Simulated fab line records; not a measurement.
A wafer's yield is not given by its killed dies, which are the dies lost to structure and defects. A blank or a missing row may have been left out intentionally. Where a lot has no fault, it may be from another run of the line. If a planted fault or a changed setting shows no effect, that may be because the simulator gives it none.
A struck lot beside a sound one    flow n5_finfet    21 steps out of a route of 1938
Sound: the wafers L311.2, L311.3, L311.6. Struck: wafer L319.3 (L319.1, L319.6, from the same lot, were not struck and are left out); the cause is given at the end.
Per side, at each step with rows, come the tool, then ch with its chambers, and then its first start. Under that, the readings that differ: sound wafers    struck wafers    difference of the means    sigmas: that difference in standard deviations of wafers without a fault.
alike: readings with means less than 2 such deviations apart, plus words and numbers identical on both sides. not compared: withheld readings, readings lacking a value on some wafer, bounds such as >300 that could conceal the same value, and numbers that have no deviation in the record and whose values overlap.
A row with sigmas, a row that says differs or no value, or rows on one side alone: a step with any of these is where the two part. Numbers that don't overlap but have no deviation are shown without sigmas and don't part them. Lack of a reading on every wafer of one side parts them only where that side has two or more wafers.

first, 7 steps without rows for these wafers: N5_HKMG_FIN_ALD_71 (deposits TiN, target thk 1 nm, pulse time 1 s, purge time 3 s); N5_HKMG_FIN_COAT_66 (time 60 s, resist thk 300 nm); N5_HKMG_FIN_ETCH_67 (etches SOC in N2/H2, stops on TiN, target depth 388.9 nm); N5_HKMG_FIN_STRIP_90 (strips SOC in N2/H2, time 20 s); N5_HKMG_FIN_WET_ETCH_73 (etches the open film in SC1, time 42.3 s, target depth 1.3 nm, rinse time 30 s); N5_HKMG_FIN_ETCHBACK_68 (etches the open film in Cl2/Ar, stops on HfO2, target depth 0.5 nm); N5_HKMG_FIN_STRIP_69 (strips in N2/H2, time 360 s).
N5_HKMG_FIN_ALD_21: deposits TiN, target thk 1.5 nm, pulse time 1 s, purge time 3 s.
  sound on ald_metal-01 ch 1,3, day 7 03:04; struck on ald_metal-03 ch 1, day 9 03:19
reading             sound        struck  difference  sigmas
heater_power_w (W)  818 981 945  1090    +175        +2
  alike: precursor_pulse_height_rel
N5_HKMG_FIN_ALD_72: deposits W, target thk 2 nm, pulse time 1 s, purge time 2 s.
  sound on cvd_w-02 ch 0,1, day 7 03:25; struck on cvd_w-01 ch 0, day 9 03:40
  alike: heater_power_w, precursor_pulse_height_rel
N5_HKMG_FIN_W_FILL_22: material W, target thk 60 nm, time 18.2 s.
  sound on cvd_w-02 ch 0,1, day 7 03:29; struck on cvd_w-01 ch 0, day 9 03:44
  alike: heater_power_w, throttle_valve_pct
then, 2 steps without rows for these wafers: N5_HKMG_FIN_PRECLEAN_83 (cleans in DIW, time 57.5 s); N5_HKMG_FIN_SRD_84 (dry time 32 s).
N5_HKMG_FIN_CMP_23: polishes, stops on SiNx, t overpolish 10 s, target thk 46.326 nm.
  sound on cmp-02 ch 0,1, day 7 03:35; struck on cmp-02 ch 2, day 9 03:55
reading                                    sound           struck  difference  sigmas
time_to_endpoint_s (s)                     14.7 13.6 15.2  3.9     -10.6       -5
model.W_of_HKMG_FIN_W_FILL_22.thk_nm (nm)  48.4 47.4 48.6  45.2    -2.9        
  alike: edge_zone_pressure_frac, motor_current_A, overpolish_run_s, retaining_ring_pressure_frac
then, 1 step without rows for these wafers: N5_HKMG_FIN_CMP_94 (polishes, stops on SiNx, t overpolish 4.7 s, target thk 43.299 nm).
N5_HKMG_FIN_INSPECT_28: inspects for defects (darkfield).
  sound: defect_inspect-02 at day 7 04:18; struck: defect_inspect-02 at day 9 04:33
  alike: raw_defect_count
N5_GATE_CUT_ETCHBACK_00: etches W in SF6/Cl2.
  sound on rie_metal-01 ch 1, day 7 04:23; struck on rie_metal-02 ch 1, day 9 04:35
reading                               sound           struck  difference  sigmas
model.SiNx_of_SDB_ALD_29.thk_nm (nm)  27.2 27.2 27.2  27      +0          
  alike: drypump_motor_current_A, oes_product_au, throttle_valve_pct
  not compared: rf_hours_counter_h
N5_GATE_CUT_ETCH_56: etches TiN in Cl2/Ar, target depth 21.6 nm.
  sound on rie_metal-01 ch 1, day 7 04:37; struck on rie_metal-02 ch 1, day 9 04:43
  alike: drypump_motor_current_A, oes_product_au, throttle_valve_pct
  not compared: rf_hours_counter_h
N5_GATE_CUT_ETCHBACK_30: etches TiN in Cl2/Ar, target depth 3 nm.
  sound on rie_metal-01 ch 1, day 7 04:46; struck on rie_metal-02 ch 1, day 9 04:48
reading                               sound           struck  difference  sigmas
model.SiNx_of_SDB_ALD_29.thk_nm (nm)  27.2 27.2 27.2  27      +0          
  alike: drypump_motor_current_A, oes_product_au, throttle_valve_pct
  not compared: rf_hours_counter_h
N5_GATE_CUT_VAPOR_ETCH_60: etches HfO2 in BCl3/Cl2.
  sound on rie_metal-01 ch 1, day 7 04:50; struck on rie_metal-02 ch 1, day 9 04:50
  alike: drypump_motor_current_A, oes_product_au
-- here the record skips 3 days between the struck wafers' starts before and after, leaving off in module GATE_CUT and picking up in module BEOL_M4 (first step shown: number 1111 of the route) --
N5_BEOL_M4_RC_MEAS_101:
  sound on prober-02 ch 0, day 10 20:37; struck on prober-02 ch 0, day 12 10:30
reading        sound        struck  difference  sigmas
ION_N (uA/um)  690 678 669  648     -31         -2
VT_N (mV)      243 249 250  256     +9          +2
  alike: DIBL_N, DIBL_P, IOFF_N, IOFF_P, ION_P, SS_N, SS_P, VT_P
-- a jump in the record: the struck wafers' starts before and after are 4 days apart (it breaks off in module BEOL_M4 and resumes in module PASSIVATION, where the first step shown is number 1936 of the route) --
N5_PASSIVATION_PROBE_49:
  sound: prober-02 at day 15 14:28; struck: prober-02 at day 16 21:49
reading       sound     struck  difference  sigmas
killed_short  28 32 21  44      +17         +2
  alike: defect_limited_yield, killed_at_M0_to_M3, killed_at_M4_up, killed_at_contacts, killed_at_front_end, killed_at_other, killed_dies, killed_on_rim, killed_open, sort_bin_4_leakage, sort_bin_5_function, sort_bin_6_memory, sort_bin_8_speed, sort_n_pass, sort_yield_pct

== WHERE THEY PART ==
Earliest at N5_HKMG_FIN_ALD_21; latest, in this record, at N5_PASSIVATION_PROBE_49.

WHY: whatever the simulator had introduced
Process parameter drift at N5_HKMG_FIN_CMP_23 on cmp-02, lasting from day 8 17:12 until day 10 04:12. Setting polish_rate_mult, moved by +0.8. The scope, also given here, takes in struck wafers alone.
